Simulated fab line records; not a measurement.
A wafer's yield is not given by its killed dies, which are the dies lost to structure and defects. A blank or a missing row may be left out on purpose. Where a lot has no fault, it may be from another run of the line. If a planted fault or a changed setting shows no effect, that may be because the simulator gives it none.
fab line records	flow n5-finfet
[record] lots = 6	wafers = 18	last-day = 18
route steps=1938 shown GATE_CUT@469 BEOL_M4@1111 PASSIVATION@1936
lots untouched by any fault: they come from a run of this same line in which no faults occurred
start-h: hours from the record's opening day to when the first of the lot's shown wafers began	wait-h: hours elapsed since this lot's preceding step	" same as the row above	L1.1+2: one row covering several wafers at once	- value missing, or start not given	* or withheld: withheld	< > ~ a bound
route shown NAME@n: a module of which the file shows steps, and the number in the route of the first	usual: average and standard deviation across the fault-free wafers	same: alike in all rows	chamber/n: place in a boat	sites: readings site by site	_std_site: their standard deviation	_edge_site: inner sites' mean taken away from outer sites' mean	radius-mm: for every site, how far away it sits from the centre of the wafer	mask NAME#n: copy n	behind: the tool/chamber that last shaped the wafer	hold: the reason the lot was held/the length of the hold in hours/how it ended	device: whichever transistor did not switch (one of n, p or np)	end of line: the tests these same wafers got at the end of their route	step lacking rows: just its recipe	killed: not the wafer's yield, but the dies lost to structure and defects at the first sort	map: a wafer's dies, marking killed ones x, the rest . and places with no die _
set.NAME: the run value of the setting; set.NAME@STEP: its run value at that earlier step	model.NAME: the simulator's own value behind a step, which no gauge read
lots at selected steps of the route; one table per step, one row per wafer
services: the hour from which a tool's chamber was out of use, counted from the record's first day as start-h (under 0 if before that day), plus the number of hours and why
[[steps]]
[step N5_GATE_CUT_ETCH_58]
[recipe] chemistry = CH3F/O2	target = SiNx	target-depth-a = 170	time-s = 128.6	ion-energy-ev = 50	pressure-mtorr = 30	source-w = 415	bias-w = 21	Ar_flow_sccm = 150	CH3F_flow_sccm = 30	O2_flow_sccm = 20
[usual] CH3F_flow_sccm = 30.01/0.093	drypump-motor-current-A = 5.9/0.57	oes-product-au = 0.77/0.098	rf-vpp-V = 99.1/1	showerhead-plenum-p-Torr = 2.01/0.081	throttle-valve-pct = 16.32/0.23
lot.wafer	tool	chamber	start-h	wait-h	CH3F_flow_sccm	drypump-motor-current-A	oes-product-au	rf-hours-counter-h	rf-vpp-V	showerhead-plenum-p-Torr	throttle-valve-pct
L902.2	rie-diel-01	2	93.84	0.0	30.12	6.6	0.70	221	97.7	1.98	16.67
L902.5	"	1	"	"	30.03	4.7	0.69	-	97.4	2.06	16.66
L902.6	"	2	"	"	30.04	6.6	0.69	-	97.1	1.98	16.65
L909.1	rie-diel-04	1	139.37	0.1	30.05	5.4	0.68	249	100.0	2.06	16.64
L909.2	"	0	"	"	30.02	5.4	0.79	144	100.1	2.09	16.46
L909.3	"	3	"	"	30.06	6.8	0.69	197	99.8	1.90	16.20
L910.1	rie-diel-04	1	146.91	0.1	29.90	5.4	0.68	252	99.4	2.06	16.63
L910.3	"	0	"	"	29.87	5.4	0.78	148	99.6	2.09	16.47
L910.6	"	1	"	"	29.89	5.4	0.69	-	99.9	2.06	16.66
L916.1	rie-diel-03	0	176.68	0.0	29.98	5.1	0.74	164	98.1	1.92	16.19
L916.2	"	3	"	"	30.08	6.4	0.94	9	101.6	2.14	15.96
L916.6	"	0	"	"	30.07	5.1	0.73	-	99.3	1.92	16.18
L920.2	rie-diel-01	0	200.32	0.0	30.10	5.8	0.91	30	99.3	2.12	16.02
L920.5	"	0	"	"	30.04	5.8	0.91	-	100.3	2.12	16.02
L920.6	"	3	"	"	29.91	6.2	0.77	-	98.8	1.93	16.14
L923.1	rie-diel-04	2	223.96	0.2	30.10	6.1	0.70	241	99.9	1.97	16.52
L923.5	"	2	"	"	30.01	6.1	0.70	-	99.5	1.97	16.52
L923.6	"	3	"	"	30.00	6.8	0.67	-	97.9	1.89	16.23
[step N5_GATE_CUT_STRIP_59]
[recipe] chemistry = N2/H2	time-s = 20	power-w = 100	temp-c = 40	pressure-mtorr = 100	rf-frequency-hz = 6e+07	bias-power-w = 3	n2-flow-sccm = 300	h2-flow-sccm = 300
[step N5_GATE_CUT_PRECLEAN_31]
[recipe] temp-c = 23	chemistry = DIW	time-s = 300
[step N5_GATE_CUT_SRD_32]
[recipe] time-s = 30	temp-c = 23	rinse-liquid = diw	dry = ipa-marangoni
[step N5_GATE_CUT_SAC_CAP_01]
[recipe] material = SiNx	target-thk-a = 240	temp-c = 400	ald-precursor-family = SiH2I2	ald-co-reactant = N2/H2-plasma	pulse-time-s = 1	ald-cycles = 480	purge-time-s = 2	co-reactant-purge-time-s = 2	pressure-torr = 2
[step N5_GATE_CUT_PECVD_57]
[recipe] material = SiNx	target-thk-a = 210	temp-c = 400	precursor = SiH4/NH3/N2	pressure-torr = 1.5	rf-w = 300
[usual] heater-power-w = 787/140	showerhead-plenum-p-Torr = 5.15/0.038	throttle-valve-pct = 40.2/2.9
lot.wafer	tool	chamber	start-h	wait-h	heater-power-w	showerhead-plenum-p-Torr	throttle-valve-pct
L902.2	pecvd-04	1	97.32	1.1	1021	5.06	38.8
L902.5	"	0	"	"	915	5.23	36.5
L902.6	"	1	"	"	1029	5.06	38.6
L909.1	pecvd-03	2	141.98	1.1	913	5.15	39.6
L909.2	"	1	"	"	740	5.15	44.1
L909.3	"	0	"	"	627	5.15	42.8
L910.1	pecvd-03	1	149.42	1.1	716	5.15	44.5
L910.3	"	2	"	"	928	5.14	39.6
L910.6	"	1	"	"	735	5.16	44.1
L916.1	pecvd-03	0	179.23	1.1	604	5.14	42.8
L916.2	"	1	"	"	740	5.13	44.4
L916.6	"	2	"	"	952	5.14	39.7
L920.2	pecvd-04	1	204.04	1.1	1082	5.06	38.5
L920.5	"	0	"	"	931	5.21	36.5
L920.6	"	1	"	"	1081	5.05	38.7
L923.1	pecvd-03	1	226.47	1.1	625	5.14	44.2
L923.5	"	2	"	"	883	5.13	40.1
L923.6	"	1	"	"	608	5.13	44.1
[step N5_GATE_CUT_CMP_02]
[recipe] stop-on = SiO2	t-overpolish-s = 12.7	post-cmp-clean = alkaline-brush	down-force-psi = 2.5	platen-rpm = 51.8	pad-velocity-m-s = 1.0307	target-thk-nm = 0
[usual] head-pressure-psi = 2.500/0.0057	motor-current-A = 9.0/1.2	overpolish-run-s = 12.701/0.0091	time-to-endpoint-s = 25.7/2.1
lot.wafer	tool	chamber	start-h	wait-h	head-pressure-psi	motor-current-A	overpolish-run-s	time-to-endpoint-s
L902.2	cmp-02	2	97.47	0.1	2.500	11.0	12.696	25.6
L902.5	"	0	"	"	2.503	6.5	12.704	26.1
L902.6	"	1	"	"	2.497	8.3	12.699	24.8
L909.2	cmp-01	1	142.09	0.1	2.507	7.8	12.706	24.6
L909.3	"	2	"	"	2.502	7.7	12.704	27.1
L909.1	"	3	"	"	2.490	9.0	12.707	23.2
L910.1	cmp-02	1	149.50	0.1	2.500	8.3	12.696	22.5
L910.3	"	2	"	"	2.498	11.5	12.706	24.5
L910.6	"	2	"	"	2.501	11.9	12.698	23.0
L916.2	cmp-01	0	179.34	0.1	2.500	9.8	12.720	29.9
L916.1	"	2	"	"	2.503	7.6	12.704	28.7
L916.6	"	3	"	"	2.501	8.9	12.703	26.8
L920.2	cmp-03	2	204.26	0.2	2.506	8.5	12.707	28.4
L920.5	"	3	"	"	2.510	9.9	12.707	25.0
L920.6	"	0	"	"	2.494	8.9	12.692	28.6
L923.1	cmp-01	1	226.62	0.1	2.498	7.7	12.707	23.7
L923.5	"	3	"	"	2.490	8.7	12.696	23.7
L923.6	"	0	"	"	2.507	8.8	12.700	24.9
[step N5_GATE_CUT_HM_DEP_46]
[recipe] material = SiO2	target-thk-a = 1300	temp-c = 400	precursor = TEOS/O2	pressure-torr = 6.5	rf-w = 900	teos-flow-sccm = 161.4	gas = O2	flow-sccm = 2650	time-s = 26.6
[step N5_GATE_CUT_COAT_34]
[recipe] resist = SOC	temp-c = 250	time-s = 60	spin-rpm = 1500	resist-thk-nm = 60
[step N5_GATE_CUT_COAT_35]
[recipe] resist = SiARC	temp-c = 220	time-s = 60	spin-rpm = 1500	resist-thk-nm = 10
[step N5_GATE_CUT_COAT_27]
[recipe] resist = underlayer	temp-c = 205	time-s = 60	spin-rpm = 1500	resist-thk-nm = 10
[step N5_GATE_CUT_COAT_07]
[recipe] resist = CAR-EUV	spin-rpm = 1500	resist-thk-nm = 30
[usual] chill-plate-temp-C = 22.96/0.11	spin-speed-rpm = 1500.1/1.2
lot.wafer	tool	chamber	start-h	wait-h	chill-plate-temp-C	spin-speed-rpm	model.CAR-EUV_of_GATE_CUT_COAT_07.thk-nm
L902.2	litho-track-04	0	97.80	-	23.06	1500.3	30
L902.5	"	0	"	"	23.19	1499.0	30
L902.6	"	0	"	"	23.06	1498.7	30
L909.1	litho-track-03	0	142.46	-	23.11	1541.9	29.8
L909.2	"	0	"	"	23.12	1539.9	29.8
L909.3	"	0	"	"	22.84	1539.2	29.8
L910.1	litho-track-03	0	149.90	-	22.82	1539.6	29.8
L910.3	"	0	"	"	22.89	1540.5	29.8
L910.6	"	0	"	"	22.95	1542.0	29.8
L916.1	litho-track-04	0	179.70	-	22.92	1500.2	30
L916.2	"	0	"	"	22.87	1499.4	30
L916.6	"	0	"	"	22.87	1500.0	30
L920.2	litho-track-04	0	204.55	-	23.02	1499.2	30
L920.5	"	0	"	"	22.93	1498.6	30
L920.6	"	0	"	"	22.94	1499.8	30
L923.1	litho-track-03	0	226.95	-	23.05	1500.3	30
L923.5	"	0	"	"	23.02	1501.0	30
L923.6	"	0	"	"	23.06	1500.5	30
[step N5_GATE_CUT_EBR_09]
[recipe] solvent = PGMEA	ebr-width-mm = 1.5
[step N5_GATE_CUT_SOFTBAKE_08]
[recipe] temp-c = 110	time-s = 60	resist = CAR-EUV
[step N5_GATE_CUT_EXPOSE_10]
[recipe] mask-id = GATE_CUT	na = 0.33	source-shape = annular	sigma-inner = 0.35	sigma-outer = 0.8	polarization = unpolarized	target-cd-nm = 20	dose-mj = 43.25
[step N5_GATE_CUT_PEB_11]
[recipe] peb-temp-c = 100	peb-time-s = 60	resist = CAR-EUV
[step N5_GATE_CUT_DEVELOP_12]
[recipe] develop-time-s = 30	developer = TMAH	resist = CAR-EUV	rinse-liquid = surfactant-rinse	dry = air-spin	dev-temp-c = 23
[step N5_GATE_CUT_CD_MEAS_13]
[recipe] target-cd-nm = 20	landing-energy-ev = 500	detector = se-inlens
[usual] cd-nm = 20.03/0.26
lot.wafer	tool	chamber	start-h	wait-h	cd-nm
L902.2	cd-sem-02	0	98.19	-	19.61
L902.5	"	0	"	"	19.70
L902.6	"	0	"	"	19.92
L909.1	cd-sem-03	0	142.85	-	19.66
L909.2	"	0	"	"	19.87
L909.3	"	0	"	"	20.23
L910.1	cd-sem-02	0	150.29	-	20.28
L910.3	"	0	"	"	20.08
L910.6	"	0	"	"	20.46
L916.1	cd-sem-03	0	179.97	-	19.85
L916.2	"	0	"	"	20.05
L916.6	"	0	"	"	19.99
L920.2	cd-sem-02	0	204.81	-	20.07
L920.5	"	0	"	"	19.63
L920.6	"	0	"	"	19.90
L923.1	cd-sem-02	0	227.33	-	20.16
L923.5	"	0	"	"	19.80
L923.6	"	0	"	"	20.09
[step N5_GATE_CUT_OVL_MEAS_14]
[recipe] points-per-wafer = 522
[usual] GATE_CUT_OVL = -0.4/0.62
lot.wafer	tool	chamber	start-h	wait-h	GATE_CUT_OVL[nm]
L902.2	overlay-02	0	98.22	0.0	0.0
L902.5	"	0	"	"	0.8
L902.6	"	0	"	"	1.2
L909.1	overlay-02	0	142.88	0.0	-0.2
L909.2	"	0	"	"	-0.1
L909.3	"	0	"	"	-0.1
L910.1	overlay-02	0	150.32	0.0	0.4
L910.3	"	0	"	"	0.0
L910.6	"	0	"	"	-0.1
L916.1	overlay-01	0	180.00	0.0	-0.4
L916.2	"	0	"	"	-0.3
L916.6	"	0	"	"	-0.8
L920.2	overlay-02	0	204.85	0.0	-1.4
L920.5	"	0	"	"	-1.0
L920.6	"	0	"	"	-1.2
L923.1	overlay-01	0	227.36	0.0	0.2
L923.5	"	0	"	"	-0.7
L923.6	"	0	"	"	-0.9
[step N5_GATE_CUT_INSPECT_15]
[recipe] mode = adi	inspect-instrument = brightfield
[usual] raw-defect-count = 135/46
lot.wafer	tool	chamber	start-h	wait-h	raw-defect-count
L902.2	defect-inspect-01	-	98.28	0.0	109
L902.5	"	-	"	"	108
L902.6	"	-	"	"	146
L909.1	defect-inspect-01	-	142.94	0.1	112
L909.2	"	-	"	"	122
L909.3	"	-	"	"	106
L910.1	defect-inspect-01	-	150.38	0.1	147
L910.3	"	-	"	"	197
L910.6	"	-	"	"	192
L916.1	defect-inspect-01	-	180.05	0.1	160
L916.2	"	-	"	"	215
L916.6	"	-	"	"	114
L920.2	defect-inspect-02	-	204.90	0.0	159
L920.5	"	-	"	"	197
L920.6	"	-	"	"	168
L923.1	defect-inspect-02	-	227.42	0.1	110
L923.5	"	-	"	"	110
L923.6	"	-	"	"	121
[step N5_GATE_CUT_DESCUM_18]
[recipe] chemistry = O2	time-s = 7	source-power-w = 50	bias-power-w = 20	pressure-mtorr = 20	rf-frequency-hz = 2.712e+07	temp-c = 40	resist = CAR-EUV	o2-flow-sccm = 225
[step N5_GATE_CUT_ETCH_28]
[recipe] chemistry = N2/H2	target = underlayer	target-depth-a = 130	mask-material = CAR-EUV	time-s = 10.4	ion-energy-ev = 200	pressure-mtorr = 30	source-w = 840	bias-w = 150	n2-flow-sccm = 200	h2-flow-sccm = 200	ends = cleared
[usual] drypump-motor-current-A = 5.8/0.64	etch-rf-on-time-s = 10.36/0.12	h2-flow-sccm = 200.1/0.57	oes-product-au = 0.67/0.086	rf-vpp-V = 524.2/2.8	showerhead-plenum-p-Torr = 2.55/0.1	throttle-valve-pct = 17.84/0.23
lot.wafer	tool	chamber	start-h	wait-h	drypump-motor-current-A	etch-rf-on-time-s	h2-flow-sccm	oes-product-au	rf-hours-counter-h	rf-vpp-V	showerhead-plenum-p-Torr	throttle-valve-pct
L902.2	rie-diel-04	0	98.34	0.0	5.4	10.35	199.9	0.67	131	527.2	2.66	18.02
L902.5	"	2	"	"	6.1	10.41	199.4	0.61	-	523.3	2.52	18.02
L902.6	"	1	"	"	5.4	10.44	200.1	0.59	-	525.6	2.60	18.00
L909.1	rie-diel-01	2	143.01	0.0	6.6	10.51	200.4	0.58	237	523.3	2.50	18.23
L909.2	"	1	"	"	4.7	10.56	199.3	0.59	249	526.0	2.61	18.21
L909.3	"	0	"	"	5.9	10.28	200.0	0.82	8	528.7	2.71	17.48
L910.1	rie-diel-01	0	150.45	0.0	5.9	10.17	200.4	0.83	11	529.4	2.71	17.50
L910.3	"	3	"	"	6.2	10.21	200.4	0.69	97	523.3	2.46	17.65
L910.6	"	3	"	"	6.2	10.35	200.0	0.67	-	520.7	2.46	17.66
L916.1	rie-diel-01	0	180.12	0.0	5.8	10.28	200.3	0.79	21	527.4	2.70	17.51
L916.2	"	1	"	"	4.7	10.26	200.0	0.83	5	525.9	2.61	17.77
L916.6	"	1	"	"	4.7	10.20	199.9	0.83	-	525.1	2.61	17.78
L920.2	rie-diel-04	2	204.97	0.0	6.1	10.51	199.6	0.59	236	523.3	2.51	18.06
L920.5	"	3	"	"	6.8	10.36	199.9	0.59	-	519.2	2.41	17.65
L920.6	"	2	"	"	6.1	10.39	200.8	0.60	-	524.7	2.51	18.07
L923.1	rie-diel-01	3	228.33	0.0	6.2	10.39	200.1	0.65	124	521.6	2.45	17.69
L923.5	"	1	"	"	4.7	10.22	200.0	0.80	-	524.5	2.61	17.78
L923.6	"	2	"	"	6.6	10.13	199.7	0.81	-	523.0	2.50	17.83
[step N5_GATE_CUT_ETCH_36]
[recipe] chemistry = CF4	target = SiARC	target-depth-a = 130	mask-material = CAR-EUV	time-s = 21.7	ion-energy-ev = 80	pressure-mtorr = 40	source-w = 545	bias-w = 36	Ar_flow_sccm = 100	cf4-flow-sccm = 100	ends = cleared
[usual] drypump-motor-current-A = 5.8/0.63	etch-rf-on-time-s = 21.63/0.3	oes-product-au = 0.67/0.087	rf-vpp-V = 184.1/1.3	showerhead-plenum-p-Torr = 2.15/0.079	throttle-valve-pct = 15.61/0.21
lot.wafer	tool	chamber	start-h	wait-h	drypump-motor-current-A	etch-rf-on-time-s	oes-product-au	rf-hours-counter-h	rf-vpp-V	showerhead-plenum-p-Torr	throttle-valve-pct	model.CAR-EUV_of_GATE_CUT_COAT_07.thk-nm
L902.2	rie-diel-04	0	98.36	0.0	5.4	21.72	0.68	131	185.0	2.24	15.72	6.8
L902.5	"	2	"	"	6.1	22.04	0.61	-	183.2	2.12	15.76	7
L902.6	"	1	"	"	5.4	22.06	0.59	-	184.2	2.20	15.88	6.8
L909.1	rie-diel-01	2	143.03	0.0	6.6	21.94	0.58	237	183.4	2.11	15.95	6.6
L909.2	"	1	"	"	4.7	21.98	0.58	249	185.8	2.19	15.98	6.6
L909.3	"	0	"	"	5.8	21.43	0.83	8	185.8	2.27	15.27	6.6
L910.1	rie-diel-01	0	150.47	0.0	5.8	21.38	0.82	11	186.1	2.27	15.29	6.6
L910.3	"	3	"	"	6.2	21.78	0.68	97	184.2	2.07	15.39	6.6
L910.6	"	3	"	"	6.2	21.78	0.67	-	183.4	2.07	15.41	6.6
L916.1	rie-diel-01	0	180.14	0.0	5.9	21.14	0.81	21	186.8	2.27	15.30	6.8
L916.2	"	1	"	"	4.7	21.19	0.83	5	184.0	2.19	15.46	6.8
L916.6	"	1	"	"	4.7	21.10	0.83	-	182.8	2.19	15.49	6.8
L920.2	rie-diel-04	2	204.99	0.0	6.1	21.98	0.59	236	184.3	2.11	15.83	7
L920.5	"	3	"	"	6.7	21.67	0.59	-	182.8	2.04	15.57	6.8
L920.6	"	2	"	"	6.1	21.97	0.60	-	184.4	2.11	15.83	7
L923.1	rie-diel-01	3	228.35	0.0	6.2	21.75	0.66	124	182.0	2.06	15.44	7
L923.5	"	1	"	"	4.7	21.31	0.80	-	184.1	2.19	15.50	7
L923.6	"	2	"	"	6.6	21.20	0.82	-	184.4	2.10	15.49	7
[step N5_GATE_CUT_ETCH_37]
[recipe] chemistry = N2/H2	target = SOC	target-depth-a = 600	overetch-a = 120	mask-material = SiARC	temp-c = 40	time-s = 90	ion-energy-ev = 200	pressure-mtorr = 30	source-w = 840	bias-w = 150	n2-flow-sccm = 200	h2-flow-sccm = 200
[usual] drypump-motor-current-A = 5.8/0.64	h2-flow-sccm = 199.9/0.59	oes-product-au = 0.70/0.085	rf-vpp-V = 524.2/2.8	showerhead-plenum-p-Torr = 2.55/0.1	throttle-valve-pct = 17.81/0.23
lot.wafer	tool	chamber	start-h	wait-h	drypump-motor-current-A	h2-flow-sccm	oes-product-au	rf-hours-counter-h	rf-vpp-V	showerhead-plenum-p-Torr	throttle-valve-pct
L902.2	rie-diel-04	0	98.39	0.0	5.4	200.3	0.71	131	527.6	2.66	18.00
L902.5	"	2	"	"	6.1	200.3	0.64	-	524.4	2.52	17.98
L902.6	"	1	"	"	5.4	199.8	0.62	-	526.9	2.60	17.97
L909.1	rie-diel-01	2	143.05	0.0	6.6	198.7	0.62	237	522.5	2.50	18.20
L909.2	"	1	"	"	4.7	199.8	0.61	249	525.8	2.61	18.20
L909.3	"	0	"	"	5.9	200.1	0.87	8	528.1	2.71	17.47
L910.1	rie-diel-01	0	150.50	0.0	5.9	200.1	0.85	11	527.8	2.71	17.47
L910.3	"	3	"	"	6.2	199.9	0.70	97	519.1	2.46	17.61
L910.6	"	3	"	"	6.2	199.9	0.71	-	520.6	2.46	17.62
L916.1	rie-diel-01	0	180.17	0.0	5.8	201.0	0.83	21	529.0	2.70	17.49
L916.2	"	1	"	"	4.7	200.2	0.85	5	526.1	2.61	17.75
L916.6	"	1	"	"	4.7	199.4	0.84	-	526.3	2.61	17.74
L920.2	rie-diel-04	2	205.02	0.0	6.1	200.0	0.63	236	523.1	2.51	18.01
L920.5	"	3	"	"	6.7	200.7	0.62	-	519.7	2.41	17.60
L920.6	"	2	"	"	6.1	198.9	0.62	-	524.7	2.51	18.03
L923.1	rie-diel-01	3	228.38	0.0	6.2	199.6	0.69	124	521.5	2.45	17.65
L923.5	"	1	"	"	4.7	199.4	0.83	-	526.4	2.61	17.75
L923.6	"	2	"	"	6.6	200.1	0.84	-	522.7	2.50	17.82
[step N5_BEOL_M4_RC_MEAS_101]
[usual] DIBL_N = 35.9/1.4	DIBL_P = 35.9/1.7	IOFF_N = 0.155/0.023	IOFF_P = 0.201/0.029	ION_N = 672/8.8	ION_P = 460/7	SS_N = 71.6/0.48	SS_P = 73.1/0.64	VT_N = 250.0/3	VT_P = -251.6/3
lot.wafer	tool	chamber	start-h	wait-h	DIBL_N[mV/V]	DIBL_P[mV/V]	IOFF_N[nA/um]	IOFF_P[nA/um]	ION_N[uA/um]	ION_P[uA/um]	SS_N[mV/dec]	SS_P[mV/dec]	VT_N[mV]	VT_P[mV]
L902.2	prober-02	0	183.09	0.2	34.8	33.7	0.131	0.188	665	462	71.6	71.9	254.0	-249.1
L902.5	"	0	"	"	35.7	34.9	0.139	0.206	666	462	71.8	73.1	251.4	-247.9
L902.6	"	0	"	"	36.3	36.9	0.167	0.238	673	464	71.9	73.9	247.6	-244.8
L909.1	prober-02	0	233.99	0.0	33.5	31.5	0.124	0.159	658	452	71.5	71.5	253.0	-254.3
L909.2	"	0	"	"	34.7	33.8	0.136	0.188	671	452	71.3	72.6	249.6	-253.2
L909.3	"	0	"	"	32.9	31.2	0.108	0.149	666	457	70.2	71.6	252.9	-253.7
L910.1	prober-01	0	243.82	0.0	35.9	35.8	0.146	0.187	671	458	71.1	72.8	252.1	-251.9
L910.3	"	0	"	"	36.0	36.4	0.143	0.201	663	455	71.4	73.1	251.7	-249.7
L910.6	"	0	"	"	36.2	36.6	0.152	0.203	666	455	71.4	72.5	253.6	-251.7
L916.1	prober-01	0	269.18	0.0	39.0	37.0	0.170	0.219	675	459	72.4	73.6	247.8	-255.0
L916.2	"	0	"	"	37.8	35.2	0.148	0.186	671	450	70.7	73.0	252.3	-253.5
L916.6	"	0	"	"	39.6	38.5	0.191	0.237	684	463	72.0	74.2	247.0	-248.9
L920.2	prober-02	0	286.63	0.2	38.0	37.5	0.173	0.216	677	460	72.0	73.7	250.2	-250.7
L920.5	"	0	"	"	38.5	38.4	0.196	0.239	697	472	71.5	74.1	246.2	-251.4
L920.6	"	0	"	"	38.2	38.5	0.185	0.237	686	463	72.3	72.9	247.8	-249.5
L923.1	prober-02	0	311.49	0.0	34.9	34.0	0.134	0.199	669	469	71.5	72.6	254.6	-251.2
L923.5	"	0	"	"	35.8	34.6	0.145	0.206	670	463	72.1	73.7	249.8	-252.6
L923.6	"	0	"	"	35.1	34.6	0.141	0.203	667	459	71.2	72.7	251.0	-249.2
[step N5_PASSIVATION_PROBE_49]
[usual] defect-limited-yield = 91.7/1.5	killed_at_M0_to_M3 = 30/8.6	killed_at_M4_up = 12/4.5	killed-at-contacts = 13/5.8	killed-at-front-end = 38/11	killed-at-other = 4/3	killed-dies = 97/17	killed-open = 63/12	killed-short = 32/8.8	sort_bin_5_function = 4.8/0.91	sort_bin_6_memory = 3.1/0.68	sort-n-pass = 1083/17	sort-yield-pct = 91.7/1.5
[same] gross-dies = 1180	killed-at-back-side = 0	sort_bin_4_leakage[%] = 0	sort_bin_8_speed[%] = 0
lot.wafer	tool	chamber	start-h	wait-h	defect-limited-yield[%]	killed_at_M0_to_M3	killed_at_M4_up	killed-at-contacts	killed-at-front-end	killed-at-other	killed-dies	killed-open	killed-short	sort_bin_5_function[%]	sort_bin_6_memory[%]	sort-n-pass	sort-yield-pct[%]
L910.3	prober-01	-	343.95	0.1	88.6	50	16	19	48	1	134	82	48	6.2	4.7	1046	88.6
L916.1	prober-01	-	373.39	0.0	93.6	22	10	6	36	2	76	58	16	4.2	2.1	1104	93.6
L916.2	prober-01	-	373.44	0.1	92.5	22	12	13	36	5	88	49	36	4.8	2.2	1092	92.5
L916.6	prober-01	-	373.64	0.3	93.1	15	22	10	28	6	81	49	29	3.6	2.9	1099	93.1
// killed by level:class
L910.3 MOL_CONTACT_COAG:geometric-particle:open=16 BEOL_M0_SAQP:geometric-particle:short=12 BEOL_M0_SAQP:geometric-particle:open=11 FIN_SAQP:geometric-particle:short=9 BEOL_M3:geometric-particle:open=8 BEOL_M2:geometric-particle:open=7 GATE_CUT:geometric-particle:short=6 FIN_SAQP:geometric-particle:open=5
L916.1 STI_FIN_REVEAL:geometric-particle:open=15 BEOL_M3:geometric-particle:open=9 DUMMY_GATE:geometric-particle:open=5 MOL_CONTACT_COAG:geometric-particle:open=5 BEOL_M4:geometric-particle:open=5 FIN_SAQP:geometric-particle:open=3 GATE_CUT:geometric-particle:short=3 BEOL_M0_SAQP:geometric-particle:open=3
L916.2 MOL_CONTACT_COAG:geometric-particle:open=11 BEOL_M3:geometric-particle:open=9 ILD0:geometric-particle:open=6 ILD0:geometric-particle:short=5 GATE_CUT:geometric-particle:short=5 FIN_SAQP:geometric-particle:short=4 BEOL_M4:geometric-particle:open=4 STARTING-WAFER:geometric-particle:open=4
L916.6 BEOL_M4:geometric-particle:open=11 FIN_SAQP:geometric-particle:short=9 MOL_CONTACT_COAG:geometric-particle:open=9 FIN_SAQP:geometric-particle:open=4 BEOL_M1:geometric-particle:short=4 BEOL_M3:geometric-particle:open=4 BEOL_M8:geometric-particle:open=4 STARTING-WAFER:geometric-particle:open=4
[[services]]
tool	chamber	start-h	hours	kind
cmp-02	-	70.03	10.8	pm
rie-diel-04	0	78.56	1.2	repair
cmp-02	-	86.24	0.6	repair
pecvd-04	2	87.76	4.7	repair
cmp-01	-	91.32	4.6	pm
pecvd-04	-	100.78	6.0	pm
cmp-01	-	120.55	1.3	repair
rie-diel-03	-	123.29	14.6	pm
rie-diel-04	2	124.85	24.6	repair
cmp-02	-	129.62	4.0	pm
pecvd-04	-	133.79	2.8	pm
pecvd-04	-	138.03	0.5	repair
cmp-03	-	158.87	4.2	repair
rie-diel-04	0	161.53	6.6	repair
cmp-02	-	163.61	2.4	repair
pecvd-04	-	181.78	1.6	repair
cmp-02	-	184.71	0.3	repair
pecvd-03	2	185.47	8.2	repair
pecvd-03	-	193.15	14.6	pm
rie-diel-04	3	193.45	8.9	repair
rie-diel-04	-	211.67	2.8	pm
cmp-02	-	214.46	3.9	repair
rie-diel-01	-	217.33	9.7	repair
rie-diel-04	-	217.33	2.1	repair
[[key]]
[first-sign] step = N5_GATE_CUT_COAT_07	reading = spin-speed-rpm	direction = up	sigmas = 34	usual = *	struck = *
effect none on later readings
[model-effect] step = N5_GATE_CUT_COAT_07	value = CAR-EUV_of_GATE_CUT_COAT_07.thk-nm	without = 30.17	struck = 29.8
[model-effect] step = N5_GATE_CUT_ETCH_36	value = CAR-EUV_of_GATE_CUT_COAT_07.thk-nm	without = 7	struck = 6.6
met-at N5_GATE_CUT_COAT_07
struck-wafers L909.1,L909.2,L909.3,L910.1,L910.3,L910.6
[fault] kind = process-parameter-drift	tool = litho-track-03	chamber = -	onset-h = 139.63	steps = N5_GATE_CUT_COAT_07	channel = spin-rpm	offset = *	shape = step	end-h = 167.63	acts-in = *	stated = *
